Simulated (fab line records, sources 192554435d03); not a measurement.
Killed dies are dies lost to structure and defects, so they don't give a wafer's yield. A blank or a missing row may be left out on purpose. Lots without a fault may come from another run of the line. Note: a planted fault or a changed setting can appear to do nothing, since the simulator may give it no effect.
A struck lot beside a sound one || flow n5 finfet || 15 out of 1938 route steps
Sound: the wafers L707.3, L707.4, L707.5. The struck wafers were L718.2, L718.4, L718.6. Last of all comes the cause.
Order at every step that has rows: each side's tool, ch and its chambers, its first start. Under that, the readings that differ: sound wafers || struck wafers || difference of the means || sigmas: that difference in standard deviations of wafers without a fault.
alike: a reading whose means differ by less than 2 such deviations, as well as words and numbers matching on both sides. not compared: withheld readings; readings where some wafer has no value; bounds like >300 that might hide an equal value; numbers whose values overlap and for which the record gives no deviation.
Wherever a step has rows on one side only, a row that says differs or no value, or a row with sigmas, the two part there. When numbers do not overlap yet have no deviation, they are printed without sigmas and do not part them. A reading that every wafer of one side lacks parts them only if that side has two wafers or more.

first, 1 step without rows for these wafers: N5_BEOL_M0_SAQP_SRD_93 (time 30 s).
N5_BEOL_M0_SAQP_RECESS_114: chemistry HF/NH3, target SiO2, target depth 14.4 nm, afs cycles 3, sublimation time 60 s.
  sound on vapor etch-01 ch 0,1, day 6 18:55; struck on vapor etch-02 ch 0,1, day 9 00:27
  alike: drypump motor current A
then, 1 step without rows for these wafers: N5_BEOL_M0_SAQP_SPACER1_ALD_98 (deposits SiO2, target thk 12.8 nm, pulse time 1 s, purge time 2 s).
N5_BEOL_M0_SAQP_SPACER1_ETCHBACK_99: etches SiO2 in CHF3/O2, target depth 15.4 nm, time 7.7 s.
  sound on rie diel-02 ch 1,2,3, day 6 19:39; struck on rie diel-04 ch 0,3, day 9 03:53
  alike: drypump motor current A, oes product au, rf vpp V, showerhead plenum p Torr, throttle valve pct
  not compared: rf hours counter h
then, 1 step without rows for these wafers: N5_BEOL_M0_SAQP_MANDREL1_REMOVE_100 (chemistry HBr/Cl2/O2, target a-Si, stops on SiNx, bt time 10 s).
N5_BEOL_M0_SAQP_CD_MEAS_25: the cd target is 13.1 nm.
  sound on cd sem-01 ch 0, day 6 19:51; struck on cd sem-03 ch 0, day 9 04:05
  alike: cd nm
then, 1 step without rows for these wafers: N5_BEOL_M0_SAQP_ETCH_101 (etches SiNx in CH3F/O2, target depth 29.9 nm, time 42.7 s).
N5_BEOL_M0_SAQP_ETCH_102: etches SiO2 in CF4, target depth 4 nm, time 4.4 s.
  sound on rie si-06 ch 1,2,3, day 6 19:59; struck on rie si-03 ch 0,1,3, day 9 04:13
  alike: bias w, drypump motor current A, oes product au, throttle valve pct
  not compared: rf hours counter h
N5_BEOL_M0_SAQP_MANDREL_ETCH_103: etches a-Si in HBr/Cl2, stops on SiCN, target depth 45 nm, bt time 10 s, time 27 s.
  sound on rie si-06 ch 1,2,3, day 6 20:01; struck on rie si-03 ch 0,1,3, day 9 04:16
  alike: HBr_flow_sccm, bias w, drypump motor current A, oes product au, throttle valve pct
  not compared: rf hours counter h
then, 2 steps without rows for these wafers: N5_BEOL_M0_SAQP_RECESS_104 (chemistry HF/NH3, target SiO2, target depth 18 nm, afs cycles 3, sublimation time 60 s); N5_BEOL_M0_SAQP_COAT_105 (time 60 s, resist thk 100 nm).
N5_BEOL_M0_SAQP_ETCH_106: etches SOC in N2/H2, stops on SiNx, target depth 150 nm.
  sound on rie diel-02 ch 1,3, day 6 20:34; struck on rie diel-05 ch 0,2, day 9 04:50
  alike: bias w, drypump motor current A, oes product au, rf vpp V, showerhead plenum p Torr, throttle valve pct
  not compared: rf hours counter h
N5_BEOL_M0_SAQP_ETCH_107: etches SiNx in CH3F/O2, target depth 30 nm.
  sound on rie diel-02 ch 1,3, day 6 20:38; struck on rie diel-05 ch 0,2, day 9 04:54
{"reading": "bias w (W)", "sound": "72.77 73.19 72.79", "struck": "58.19 57.77 58.30", "difference": -14.83, "sigmas": -62}
{"reading": "rf vpp V (V)", "sound": "301 295 301", "struck": "257 242 256", "difference": -47, "sigmas": -5}
{"reading": "model.BEOL_M0_SAQP.feature depth nm (nm)", "sound": "30 29 30", "struck": "27.4 27.4 27.2", "difference": -2.3, "sigmas": ""}
  alike: drypump motor current A, oes product au, showerhead plenum p Torr, throttle valve pct
  not compared: rf hours counter h
then, 1 step without rows for these wafers: N5_BEOL_M0_SAQP_STRIP_108 (strips in N2/H2).
-- here the record skips 3 days between the struck wafers' starts before and after, leaving off in module BEOL_M0_SAQP and picking up in module BEOL_M4 (first step shown: number 1111 of the route) --
N5_BEOL_M4_RC_MEAS_101:
  sound on prober-02 ch 0, day 9 03:14; struck on prober-02 ch 0, day 12 06:01
  alike: DIBL_N, DIBL_P, IOFF_N, IOFF_P, ION_N, ION_P, SS_N, SS_P, VT_N, VT_P

WHERE THEY PART
Only at N5_BEOL_M0_SAQP_ETCH_107, as far as this record shows. Later steps at which nothing parts them and some readings are alike: N5_BEOL_M4_RC_MEAS_101.

WHY: whatever the simulator had introduced
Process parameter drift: rie diel-05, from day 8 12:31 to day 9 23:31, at N5_BEOL_M0_SAQP_ETCH_107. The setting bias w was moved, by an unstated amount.
